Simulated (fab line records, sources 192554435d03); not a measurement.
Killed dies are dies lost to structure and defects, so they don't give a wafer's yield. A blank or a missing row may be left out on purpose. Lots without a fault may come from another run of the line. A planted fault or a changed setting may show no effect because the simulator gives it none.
Chamber matching | flow n5_finfet | N5_BEOL_M5_ETCH_62 on rie_diel-01: 4 sister chambers
The step etches SOC in N2/H2, target depth 75 nm, overetch 15 nm, time 112.5 s. 14 wafers are shown with their chamber, then 7 later ones without.

WAFERS WITH THEIR CHAMBER
wafer  | chamber | drypump_motor_current_A (A) | showerhead_plenum_p_Torr (Torr) | throttle_valve_pct (%)
L738.1 | 3       | 5.55                        | 2.51                            | 17.6
L738.5 | 2       | 5.63                        | 2.48                            | 17.7
L738.6 | 1       | 6.26                        | 2.63                            | 18.3
L748.1 | 2       | 5.63                        | 2.47                            | 17.7
L748.2 | 3       | 5.58                        | 2.50                            | 17.7
L748.4 | 1       | 6.20                        | 2.62                            | 18.4
L749.1 | 1       | 6.24                        | 2.62                            | 18.4
L749.5 | 2       | 5.63                        | 2.47                            | 17.7
L749.6 | 3       | 5.58                        | 2.50                            | 17.7
L754.2 | 3       | 5.56                        | 2.50                            | 17.7
L754.3 | 0       | 5.71                        | 2.54                            | 17.3
L754.4 | 1       | 6.21                        | 2.62                            | 18.4
L755.1 | 2       | 5.65                        | 2.47                            | 17.8
L755.4 | 3       | 5.58                        | 2.50                            | 17.7

SIGNATURES (means of the wafers above)
reading                  | chamber 0 | chamber 1 | chamber 2 | chamber 3 | scatter within a chamber
drypump_motor_current_A  | 5.7100    | 6.2275    | 5.6350    | 5.5700    | 0.0184
showerhead_plenum_p_Torr | 2.5400    | 2.6225    | 2.4725    | 2.5020    | 0.0048
throttle_valve_pct       | 17.300    | 18.375    | 17.725    | 17.680    | 0.048
Rule: a wafer's distance from a chamber is the root of the sum, over the readings, of the square of ((its reading less the chamber's mean) divided by the reading's scatter). The wafer belongs to the nearest chamber; if the next one is less than 2 further off, it can't be placed. The scatter: the root of (the sum of the squares of (reading less its chamber's mean) over the shown wafers, divided by (wafers less chambers)).

WAFERS WITHOUT THEIR CHAMBER
wafer  | drypump_motor_current_A (A) | showerhead_plenum_p_Torr (Torr) | throttle_valve_pct (%)
L755.5 | 5.59                        | 2.50                            | 17.7
L756.1 | 5.56                        | 2.50                            | 17.7
L756.2 | 6.23                        | 2.62                            | 18.4
L756.4 | 5.64                        | 2.54                            | 17.3
L757.3 | 5.56                        | 2.49                            | 17.7
L757.4 | 5.63                        | 2.46                            | 17.8
L757.5 | 5.63                        | 2.46                            | 17.8

WHICH CHAMBER EACH WENT THROUGH
wafer  | from the rows above | in truth
L755.5 | 3                   | 3
L756.1 | 3                   | 3
L756.2 | 1                   | 1
L756.4 | 0                   | 0
L757.3 | 3                   | 3
L757.4 | 2                   | 2
L757.5 | 2                   | 2
Placed correctly: 7 of 7. Can't be placed from these rows: 0. Placed wrongly: 0.
